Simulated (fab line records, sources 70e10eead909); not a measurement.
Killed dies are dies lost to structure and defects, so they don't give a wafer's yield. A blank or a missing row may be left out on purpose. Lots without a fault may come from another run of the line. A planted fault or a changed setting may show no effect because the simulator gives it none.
fab line records | flow nand_harc
record lots=15 wafers=45 last_day=33
route steps=1302 shown A_ONON_D2@550 A_CHANNEL_HOLE_D2@583
lots that met no fault: from a run of the same line without faults
start_h: hours from the record's first day to the start of the lot's first wafer shown | wait_h: hours since the lot's step before | " the same as in the row above | L1.1+2: a row that stands for several wafers | - no value, or no start given | * or withheld: withheld | < > ~ a bound
route shown NAME@n: a module of which the file shows steps, and the number in the route of the first | usual: mean/standard deviation of fault-free wafers | same: alike in all rows | chamber/n: place in a boat | sites: the reading at each site | _std_site: their standard deviation | _edge_site: outer sites' mean less inner sites' | radius_mm: how far each site lies from the wafer's centre | mask NAME#n: copy n | behind: the tool/chamber that last shaped the wafer | hold: why the lot was held/for how many hours/how that ended | device: the transistor (n, p or np) that didn't switch | end of line: the same wafers' tests at the end of the route | a step without rows: its recipe alone | killed: dies lost to structure and defects at the first sort, not the wafer's yield | map: a wafer's dies, x killed, . not, _ none there
set.NAME: the setting as run; set.NAME@STEP: as run at that earlier step | model.NAME: the simulator's own value behind a step, which no gauge read
steps of the route over a sample of lots; a table a step, a row a wafer
services: from which hour (start_h, from the record's first day; less than 0 if before it) a tool's chamber was out of use, for how many hours, and why
## steps
# step NHARC_A_ONON_D2_THK_MEAS_08
# recipe thk_meas_gauge=ellipsometry
# usual thk_nm=1000/11
# columns lot.wafer tool chamber start_h wait_h thk_nm
L284.1 film_metro-02 - 263.23 - 972
L284.3 " - " " 972
L284.5 " - " " 973
L285.2 film_metro-02 - 282.56 - 997
L285.4 " - " " 996
L285.5 " - " " 998
L286.4 film_metro-01 - 288.13 - 1006
L286.5 " - " " 1008
L286.6 " - " " 1006
L289.1 film_metro-02 - 329.24 - 998
L289.2 " - " " 996
L289.4 " - " " 995
L291.1 film_metro-02 - 341.22 - 1006
L291.4 " - " " 1008
L291.6 " - " " 1008
L294.1 film_metro-01 - 389.83 - 1015
L294.3 " - " " 1014
L294.6 " - " " 1012
L296.2 film_metro-02 - 391.71 - 990
L296.4 " - " " 991
L296.6 " - " " 992
L297.1 film_metro-02 - 408.77 - 1004
L297.4 " - " " 1007
L297.5 " - " " 1004
L299.1 film_metro-02 - 434.37 - 988
L299.2 " - " " 987
L299.4 " - " " 986
L298.1 film_metro-01 - 434.38 - 1011
L298.4 " - " " 1009
L298.6 " - " " 1011
L300.2 film_metro-02 - 434.39 - 983
L300.3 " - " " 982
L300.5 " - " " 983
L304.2 film_metro-02 - 490.02 - 1014
L304.3 " - " " 1014
L304.5 " - " " 1013
L305.1 film_metro-01 - 490.06 - 1011
L305.3 " - " " 1010
L305.6 " - " " 1011
L307.1 film_metro-01 - 508.54 - 1008
L307.2 " - " " 1006
L307.4 " - " " 1006
L306.2 film_metro-02 - 508.66 - 1014
L306.5 " - " " 1014
L306.6 " - " " 1014
# step NHARC_A_CHANNEL_HOLE_D2_OVL_MEAS_11
# usual overlay_x_nm=-0.1/0.67 overlay_y_nm=0.0/0.79
# columns lot.wafer tool chamber start_h wait_h overlay_x_nm overlay_y_nm
L284.1 overlay-02 - 279.76 - 0.6 0.9
L284.3 " - " " 0.6 0.7
L284.5 " - " " 0.6 0.8
L285.2 overlay-02 - 296.84 - 0.1 -0.8
L285.4 " - " " -0.6 -1.1
L285.5 " - " " -0.2 -1.3
L286.4 overlay-02 - 302.92 - 0.4 0.6
L286.5 " - " " 0.4 0.2
L286.6 " - " " 0.2 0.5
L289.1 overlay-02 - 343.51 - -0.6 0.8
L289.2 " - " " 0.0 0.7
L289.4 " - " " -0.5 0.0
L291.1 overlay-02 - 358.53 - -0.2 -0.2
L291.4 " - " " -0.6 -0.1
L291.6 " - " " -0.2 -0.1
L294.1 overlay-01 - 405.68 - 0.3 0.2
L294.3 " - " " 0.1 0.5
L294.6 " - " " 1.3 0.6
L296.2 overlay-02 - 407.27 - -1.3 -0.6
L296.4 " - " " -1.0 -0.7
L296.6 " - " " -1.3 -0.7
L297.1 overlay-01 - 424.74 - -0.6 0.4
L297.4 " - " " -0.5 0.6
L297.5 " - " " -0.3 1.2
L299.1 overlay-01 - 450.24 - -0.7 0.6
L299.2 " - " " -0.6 0.6
L299.4 " - " " -0.8 0.3
L298.1 overlay-02 - 450.59 - 0.2 0.7
L298.4 " - " " 0.7 0.3
L298.6 " - " " -0.4 0.0
L300.2 overlay-01 - 450.75 - 1.0 0.1
L300.3 " - " " 0.2 -0.3
L300.5 " - " " 0.8 0.1
L304.2 overlay-02 - 508.76 - 0.4 -0.6
L304.3 " - " " 0.6 -1.0
L304.5 " - " " 1.1 -0.6
L305.1 overlay-02 - 509.31 - -0.5 0.9
L305.3 " - " " -0.8 0.9
L305.6 " - " " -0.6 0.9
L307.1 overlay-01 - 523.05 - 0.4 -0.3
L307.2 " - " " 0.6 -1.0
L307.4 " - " " 0.1 -1.5
L306.2 overlay-02 - 523.45 - 0.6 -0.6
L306.5 " - " " 0.1 0.5
L306.6 " - " " -0.2 -0.3
# step NHARC_A_CHANNEL_HOLE_D2_ETCH_24
# recipe bias_v=5000 source_w=withheld pressure_mtorr=20 time_s=906.2 ar_flow_sccm=375 c4f8_flow_sccm=93.8 o2_flow_sccm=31.2 temp_c=-20 target_depth_a=15000 chemistry=C4F8/O2/Ar
# usual c4f8_flow_sccm=93.80/0.28 chamber_pressure_mTorr=19.997/0.019 drypump_motor_current_A=6.0/0.64 showerhead_plenum_p_Torr=3.67/0.13 temp_c=-20.00/0.098 throttle_valve_pct=32.233/0.0092
# columns lot.wafer tool chamber start_h wait_h c4f8_flow_sccm chamber_pressure_mTorr drypump_motor_current_A rf_hours_counter_h showerhead_plenum_p_Torr temp_c throttle_valve_pct
L284.1 har_etch-02 0 285.46 0.6 93.46 19.997 6.4 362 3.65 -19.92 32.229
L284.3 " 1 " " 93.70 20.005 6.4 - 3.43 -19.81 32.225
L284.5 " 0 " " 93.63 20.022 6.4 - 3.65 -20.06 32.229
L285.2 har_etch-01 1 300.26 0.6 93.76 20.005 4.8 147 3.66 -19.90 32.239
L285.4 " 1 " " 94.14 20.006 4.9 - 3.66 -19.81 32.235
L285.5 " 1 " " 94.00 20.004 4.8 - 3.67 -20.09 32.235
L286.4 har_etch-02 1 306.59 0.6 93.97 19.979 6.4 - 3.43 -20.08 32.233
L286.6 " 1 " " 93.89 20.004 6.4 - 3.43 -20.03 32.236
L286.5 " 0 " " 94.02 20.012 6.4 - 3.64 -20.11 32.229
L289.2 har_etch-02 1 346.91 0.6 93.37 19.947 6.4 396 3.42 -19.90 32.217
L289.1 " 0 " " 93.34 20.011 6.4 396 3.63 -19.90 32.235
L289.4 " 1 " " 93.58 19.983 6.4 - 3.42 -19.87 32.241
L291.1 har_etch-02 1 361.93 0.6 93.23 19.977 6.4 403 3.41 -20.06 32.225
L291.4 " 1 " " 93.78 20.017 6.4 - 3.41 -20.15 32.238
L291.6 " 0 " " 93.77 20.011 6.4 - 3.63 -20.06 32.237
L294.1 har_etch-01 1 409.09 0.6 93.77 20.000 4.9 208 3.63 -20.03 32.220
L294.3 " 0 " " 93.77 19.994 6.2 - 3.66 -20.03 32.238
L294.6 " 1 " " 93.73 20.021 4.8 - 3.63 -20.06 32.218
L296.2 har_etch-02 1 413.25 0.6 - - - - - - -
L296.4 " 1 " " - - - - - - -
L296.6 " 1 " " - - - - - - -
L297.1 har_etch-02 0 428.58 0.6 - - - - - - -
L297.4 " 1 " " - - - - - - -
L297.5 " 1 " " - - - - - - -
L299.2 har_etch-02 0 454.18 0.6 - - - - - - -
L299.1 " 1 " " - - - - - - -
L299.4 " 1 " " - - - - - - -
L300.2 har_etch-01 1 456.36 0.6 93.85 19.988 4.8 234 3.62 -20.01 32.235
L300.3 " 1 " " 93.88 20.015 4.8 - 3.62 -19.90 32.237
L300.5 " 1 " " 93.63 20.041 4.8 - 3.62 -20.00 32.242
L298.1 har_etch-02 0 458.48 0.6 94.03 19.974 6.4 41 3.60 -20.01 32.231
L298.4 " 1 " " 94.07 19.996 6.4 - 3.90 -19.96 32.229
L298.6 " 0 " " 94.00 20.024 6.4 - 3.60 -19.97 32.237
L304.2 har_etch-02 1 515.83 0.6 93.95 19.999 6.3 75 3.88 -19.95 32.235
L304.3 " 1 " " 93.74 19.995 6.3 - 3.89 -20.04 32.228
L304.5 " 1 " " 93.95 19.999 6.4 - 3.89 -20.10 32.221
L305.1 har_etch-01 0 516.92 0.6 93.49 19.988 6.3 272 3.63 -19.99 32.236
L305.3 " 0 " " 93.99 20.034 6.3 - 3.63 -19.89 32.235
L305.6 " 1 " " 93.83 19.970 4.8 - 3.60 -19.90 32.232
L307.1 har_etch-01 0 526.45 0.6 93.80 19.981 6.3 276 3.63 -20.11 32.246
L307.2 " 1 " " 93.83 20.007 4.8 276 3.59 -19.98 32.219
L307.4 " 1 " " 93.91 20.028 4.8 - 3.59 -19.89 32.223
L306.2 har_etch-02 1 526.85 0.6 94.10 20.007 6.4 83 3.88 -19.92 32.204
L306.6 " 1 " " 93.89 19.952 6.4 - 3.88 -20.02 32.246
L306.5 " 0 " " 93.94 19.987 6.4 - 3.58 -19.82 32.238
# step NHARC_A_CHANNEL_HOLE_D2_STRIP_28
# recipe o2_flow_sccm=500 ar_flow_sccm=0 bias_w=0 chemistry=O2
# usual drypump_motor_current_A=5.9/0.44 oes_product_au=0.998/0.01 rf_vpp_V=57.9/0.86 showerhead_plenum_p_Torr=3.54/0.12 throttle_valve_pct=17.036/0.0092
# columns lot.wafer tool chamber start_h wait_h drypump_motor_current_A oes_product_au rf_hours_counter_h rf_vpp_V showerhead_plenum_p_Torr throttle_valve_pct
L284.1 rie_diel-07 3 - - 5.5 0.998 9 57.0 3.59 17.037
L284.3 " 0 " " 6.7 0.978 10 57.3 3.70 17.031
L284.5 " 3 " " 5.5 0.996 - 59.2 3.59 17.046
L285.2 rie_diel-03 3 - - 5.7 0.997 0 57.1 3.55 17.030
L285.4 " 3 " " 5.7 1.005 - 59.2 3.55 17.031
L285.5 " 1 " " 5.7 0.984 - 57.5 3.41 17.037
L286.4 rie_diel-09 1 - - 5.3 0.994 10 58.5 3.47 17.050
L286.5 " 3 " " 5.8 1.003 - 57.8 3.50 17.032
L286.6 " 0 " " 5.9 1.001 - 56.2 3.70 17.034
L289.1 rie_diel-03 1 - - 5.8 0.995 3 58.3 3.41 17.054
L289.2 " 2 " " 6.2 0.999 3 58.3 3.37 17.043
L289.4 " 3 " " 5.7 1.004 4 57.9 3.55 17.043
L291.4 rie_diel-07 1 - - 6.2 1.013 3 58.6 3.42 17.057
L291.1 " 2 " " 5.0 0.996 4 59.2 3.73 17.039
L291.6 " 1 " " 6.2 1.007 - 56.7 3.42 17.040
L294.3 rie_diel-07 0 - - 6.7 0.989 7 58.8 3.70 17.025
L294.1 " 3 " " 5.5 1.001 7 57.3 3.58 17.024
L294.6 " 1 " " 6.2 0.991 - 57.6 3.42 17.053
L296.4 rie_diel-03 2 - - 6.2 0.996 6 57.5 3.37 17.037
L296.2 " 1 " " 5.7 0.993 6 58.6 3.40 17.030
L296.6 " 2 " " 6.2 1.011 - 57.7 3.37 17.038
L297.1 rie_diel-03 3 - - 5.7 1.001 9 58.0 3.55 17.040
L297.4 " 0 " " 5.9 0.986 8 55.9 3.42 17.034
L297.5 " 2 " " 6.2 1.003 - 56.8 3.37 17.040
L299.4 rie_diel-07 3 - - 5.5 0.996 9 58.1 3.58 17.037
L299.1 " 0 " " 6.7 0.979 9 58.8 3.70 17.030
L299.2 " 1 " " 6.2 0.991 7 58.0 3.42 17.044
L300.3 rie_diel-07 3 - - 5.5 1.003 9 57.2 3.58 17.025
L300.2 " 1 " " 6.2 0.988 8 58.1 3.42 17.043
L300.5 " 3 " " 5.5 1.008 - 58.8 3.58 17.043
L298.1 rie_diel-07 1 - - 6.2 1.001 8 56.4 3.42 17.038
L298.4 " 2 " " 5.0 1.009 9 57.8 3.73 17.028
L298.6 " 3 " " 5.5 0.999 - 57.7 3.58 17.031
L304.2 rie_diel-07 2 - - 5.0 1.007 2 59.5 3.73 17.028
L304.3 " 3 " " 5.5 0.995 2 59.4 3.58 17.030
L304.5 " 1 " " 6.2 0.989 - 57.4 3.42 17.045
L305.3 rie_diel-09 0 - - 5.9 0.997 1 58.2 3.70 17.038
L305.1 " 1 " " 5.3 1.003 1 57.5 3.46 17.022
L305.6 " 1 " " 5.3 1.004 - 57.4 3.46 17.035
L307.1 rie_diel-03 3 - - 5.7 0.969 4 56.9 3.54 17.037
L307.4 " 0 " " 5.8 0.975 5 57.5 3.41 17.017
L307.2 " 1 " " 5.7 0.989 5 58.1 3.40 17.026
L306.2 rie_diel-09 2 - - 6.1 1.009 2 56.8 3.60 17.036
L306.6 " 2 " " 6.1 0.995 - 59.0 3.60 17.020
L306.5 " 3 " " 5.8 1.016 - 58.2 3.49 17.052
# step NHARC_A_CHANNEL_HOLE_D2_CD_MEAS_31
# usual cd_nm=89.7/1.3
# columns lot.wafer tool chamber start_h wait_h cd_nm
L284.1 cd_sem-01 - 288.84 - 90.0
L284.3 " - " " 88.4
L284.5 " - " " 87.3
L285.2 cd_sem-02 - 303.83 - 87.6
L285.4 " - " " 87.1
L285.5 " - " " 87.1
L286.4 cd_sem-02 - 309.71 - 92.5
L286.5 " - " " 93.0
L286.6 " - " " 89.6
L289.1 cd_sem-03 - 350.30 - 88.8
L289.2 " - " " 88.8
L289.4 " - " " 90.3
L291.1 cd_sem-01 - 365.32 - 88.6
L291.4 " - " " 89.2
L291.6 " - " " 88.0
L294.1 cd_sem-01 - 412.49 - 90.3
L294.3 " - " " 91.5
L294.6 " - " " 92.4
L296.2 cd_sem-01 - 416.50 - -0.8
L296.4 " - " " 0.3
L296.6 " - " " 0.3
L297.1 cd_sem-02 - 432.01 0.1 1.4
L297.4 " - " " -0.1
L297.5 " - " " 0.0
L299.1 cd_sem-02 - 457.55 - 2.0
L299.2 " - " " 0.7
L299.4 " - " " 0.9
L300.2 cd_sem-01 - 459.75 - 90.3
L300.3 " - " " 89.4
L300.5 " - " " 90.2
L298.1 cd_sem-01 - 461.75 - 89.3
L298.4 " - " " 90.3
L298.6 " - " " 90.3
L304.2 cd_sem-03 - 519.06 - 89.7
L304.3 " - " " 90.9
L304.5 " - " " 91.4
L305.1 cd_sem-01 - 520.29 - 88.9
L305.3 " - " " 88.0
L305.6 " - " " 89.2
L307.1 cd_sem-02 - 529.87 - 89.0
L307.2 " - " " 87.1
L307.4 " - " " 91.2
L306.2 cd_sem-03 - 530.25 - 90.7
L306.5 " - " " 87.9
L306.6 " - " " 91.3
# step NHARC_A_CHANNEL_HOLE_D2_XSEM_32
# recipe landing_energy_ev=35000
# usual bot_cd_nm=74.3/1.4 bow_nm=8.59/0.3 tilt_deg=0.06/0.039
# columns lot.wafer tool chamber start_h wait_h bot_cd_nm bow_nm tilt_deg
L284.1 xsem-02 0 288.94 0.1 73.6 8.47 0.03
L284.3 " 0 " " 73.1 8.38 0.03
L284.5 " 0 " " 71.6 8.45 0.03
L285.2 xsem-02 0 303.93 0.1 72.1 8.86 0.03
L285.4 " 0 " " 72.6 8.95 0.04
L285.5 " 0 " " 71.7 8.90 0.04
L286.4 xsem-01 0 309.80 0.1 77.1 9.12 0.04
L286.5 " 0 " " 77.4 9.08 0.04
L286.6 " 0 " " 75.0 9.11 0.04
L289.1 xsem-02 0 350.39 0.1 74.8 8.77 0.09
L289.2 " 0 " " 74.0 8.86 0.09
L289.4 " 0 " " 76.1 8.88 0.09
L291.1 xsem-01 0 365.41 0.1 73.2 8.26 0.09
L291.4 " 0 " " 74.2 8.22 0.09
L291.6 " 0 " " 73.1 8.27 0.09
L294.1 xsem-01 0 412.58 0.1 74.5 8.18 0.08
L294.3 " 0 " " 76.4 8.17 0.08
L294.6 " 0 " " 76.7 8.24 0.08
L296.2 xsem-02 0 416.59 0.1 0.0 0.13 0.02
L296.4 " 0 " " 1.0 0.13 0.02
L296.6 " 0 " " 1.0 0.13 0.02
L297.1 xsem-01 0 432.10 0.1 1.4 0.56 0.09
L297.4 " 0 " " 0.0 0.56 0.09
L297.5 " 0 " " 0.0 0.56 0.09
L299.1 xsem-02 0 457.64 0.1 3.1 0.00 0.04
L299.2 " 0 " " 1.4 0.00 0.04
L299.4 " 0 " " 2.0 0.00 0.04
L300.2 xsem-01 0 459.84 0.1 74.7 8.42 0.09
L300.3 " 0 " " 74.0 8.44 0.09
L300.5 " 0 " " 74.3 8.36 0.09
L298.1 xsem-02 0 461.84 0.1 73.7 8.59 0.04
L298.4 " 0 " " 75.3 8.63 0.04
L298.6 " 0 " " 74.4 8.66 0.04
L304.2 xsem-02 0 519.15 0.1 74.5 8.76 0.11
L304.3 " 0 " " 75.2 8.77 0.11
L304.5 " 0 " " 76.2 8.75 0.11
L305.1 xsem-01 0 520.38 0.1 72.0 8.49 0.05
L305.3 " 0 " " 72.1 8.50 0.05
L305.6 " 0 " " 73.8 8.49 0.05
L307.1 xsem-02 0 529.96 0.1 73.4 8.97 -0.02
L307.2 " 0 " " 72.0 8.86 -0.02
L307.4 " 0 " " 75.9 8.93 -0.02
L306.2 xsem-01 0 530.33 0.1 75.6 8.45 0.04
L306.5 " 0 " " 73.1 8.41 0.05
L306.6 " 0 " " 75.7 8.45 0.05
## services
# columns tool chamber start_h hours kind
rie_diel-09 3 271.37 3.9 repair
rie_diel-03 - 281.30 9.0 pm
rie_diel-07 - 294.20 9.0 pm
rie_diel-07 0 304.44 9.0 repair
rie_diel-09 - 320.10 9.0 pm
rie_diel-03 2 333.34 7.8 repair
rie_diel-07 2 339.38 4.8 repair
rie_diel-07 1 341.13 14.0 repair
rie_diel-09 0 347.62 5.8 repair
rie_diel-03 2 371.91 2.6 repair
xsem-01 - 374.00 14.0 pm
rie_diel-07 3 375.34 13.3 repair
har_etch-02 - 377.00 17.0 pm
har_etch-02 0 377.00 17.0 vent_cycle
har_etch-02 1 377.00 17.0 vent_cycle
rie_diel-09 0 383.05 4.4 repair
har_etch-02 0 394.00 - clean
har_etch-02 0 394.00 - consumable_replace:focus_ring
har_etch-02 1 394.00 - clean
har_etch-02 1 394.00 - consumable_replace:focus_ring
har_etch-02 1 394.00 - consumable_replace:showerhead
rie_diel-03 - 458.30 9.0 pm
rie_diel-07 - 471.20 9.0 pm
rie_diel-09 - 497.10 9.0 pm
## key
first_sign step=NHARC_A_CHANNEL_HOLE_D2_ETCH_24 reading=tool_record direction=missing
effect step=NHARC_A_CHANNEL_HOLE_D2_CD_MEAS_31 reading=cd_nm direction=down sigmas=67 usual=89.7 struck=0.5
effect step=NHARC_A_CHANNEL_HOLE_D2_XSEM_32 reading=bot_cd_nm direction=down sigmas=52 usual=74.3 struck=1.1
met_at NHARC_A_CHANNEL_HOLE_D2_ETCH_24
struck_lots L296,L297,L299
later_rows_left_out L296.2,L296.4,L296.6,L297.1,L297.4,L297.5,L299.1,L299.2,L299.4
sort_left_out L296.2,L296.4,L296.6,L297.1,L297.4,L297.5,L299.1,L299.2,L299.4
tester_left_out L296,L297,L299
not_acting_at NHARC_A_ONON_D2_THK_MEAS_08,NHARC_A_CHANNEL_HOLE_D2_OVL_MEAS_11,NHARC_A_CHANNEL_HOLE_D2_STRIP_28
onset_between 361.93 413.25
fault kind=skipped_step_whole tool=har_etch-02 chamber=- onset_h=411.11 steps=NHARC_A_CHANNEL_HOLE_D2_ETCH_24 scope=struck_lots_only
# tester_left_out: of these lots the tester's yield and bins aren't shown, on N5 and GAA mostly nor the transistor test; their killed dies are dies lost to structure and defects alone, not to doping, threshold or leakage, so they don't give the yield
# sort_left_out: the simulated sort isn't trusted on such a fault, so these wafers' sort isn't shown, and their yield isn't known
# later_rows_left_out: the simulator's readings of these wafers behind a module that went badly wrong aren't trusted and aren't shown, but for the sort
